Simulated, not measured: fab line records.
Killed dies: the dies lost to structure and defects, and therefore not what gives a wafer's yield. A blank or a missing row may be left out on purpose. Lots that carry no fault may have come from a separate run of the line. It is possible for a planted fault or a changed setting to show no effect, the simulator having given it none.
Which tool was responsible? + flow nandHarc + 11 lots with 33 wafers sampled at 2 steps, on a route of 1159 steps

## WHAT THE GAUGES SHOWED, per wafer
NHARC_A_ONON_D1_THK_MEAS_08: measures by ellipsometry.
| lot  | measured     | on           | thkNm (nm)     |
|------|--------------|--------------|----------------|
| L864 | day 7 10:46  | filmMetro-01 | 1009 1008 1008 |
| L871 | day 9 07:20  | filmMetro-01 | 899 896 897    |
| L873 | day 9 10:26  | filmMetro-01 | 880 879 879    |
| L875 | day 10 01:18 | filmMetro-01 | 887 886 886    |
| L877 | day 10 20:17 | filmMetro-02 | 1001 1001 1002 |
| L878 | day 11 12:14 | filmMetro-02 | 1007 1008 1006 |
| L880 | day 11 15:38 | filmMetro-01 | 996 996 998    |
| L882 | day 11 15:44 | filmMetro-01 | 994 992 994    |
| L883 | day 12 02:56 | filmMetro-02 | 994 996 993    |
| L884 | day 12 12:06 | filmMetro-02 | 1023 1023 1023 |
| L885 | day 12 19:20 | filmMetro-01 | 997 996 997    |

## EACH LOT AND THE TOOL THAT RAN IT (in order: tool; ch and the chambers of the sampled wafers; start)
| lot  | NHARC_A_ONON_D1_DEP_06          |
|------|---------------------------------|
| L864 | pecvdOnon-01 ch 0, day 7 10:16  |
| L871 | pecvdOnon-03 ch 0, day 9 06:49  |
| L873 | pecvdOnon-03 ch 0, day 9 10:03  |
| L875 | pecvdOnon-03 ch 0, day 10 00:47 |
| L877 | pecvdOnon-02 ch 0, day 10 19:46 |
| L878 | pecvdOnon-02 ch 0, day 11 11:47 |
| L880 | pecvdOnon-02 ch 0, day 11 15:08 |
| L882 | pecvdOnon-01 ch 0, day 11 15:12 |
| L883 | pecvdOnon-02 ch 0, day 12 02:25 |
| L884 | pecvdOnon-01 ch 0, day 12 11:35 |
| L885 | pecvdOnon-02 ch 0, day 12 18:53 |
- NHARC_A_ONON_D1_DEP_06: target thk 1000 nm.

## THE ANSWER, worked out from the rows above alone
Rule: the lots themselves supply what counts as usual. Put in order of their means at a reading, lots are off if they are a third of the lots or fewer, leave a main group of 4 or more, and stand apart from it by a gap of 3 or more times the standard deviation of the main group's means; of several such gaps the widest counts. If all means in a main group match to the digits the tables above print for the reading, that group is not used. A lot without any number at a reading at which 4 lots or more have one is off too. Where the step has rows for the other lots, those lots are counted as sound.
Off, at NHARC_A_ONON_D1_THK_MEAS_08 on thkNm: L871, L873, L875. The main group has a mean of 1003 nm with a standard deviation of 9.3.
If a tool, at a process step before that reading, ran all the lots that are off and no sound lot after the first of them, it fits. Gauges at NHARC_A_ONON_D1_THK_MEAS_08: tried the same way as those tools. One fits: NHARC_A_ONON_D1_DEP_06 on pecvdOnon-03. It ran no sound lot before its first lot that is off in this sample, so the start can't be narrowed down.

## WHAT THE SIMULATOR PUT IN
Site profile drift: pecvdOnon-03, from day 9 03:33 on, at NHARC_A_ONON_D1_DEP_06. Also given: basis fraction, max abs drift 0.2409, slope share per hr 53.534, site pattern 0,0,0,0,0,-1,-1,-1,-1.
Shown lots that were struck: L871, L873, L875. Same finding as the rule above.
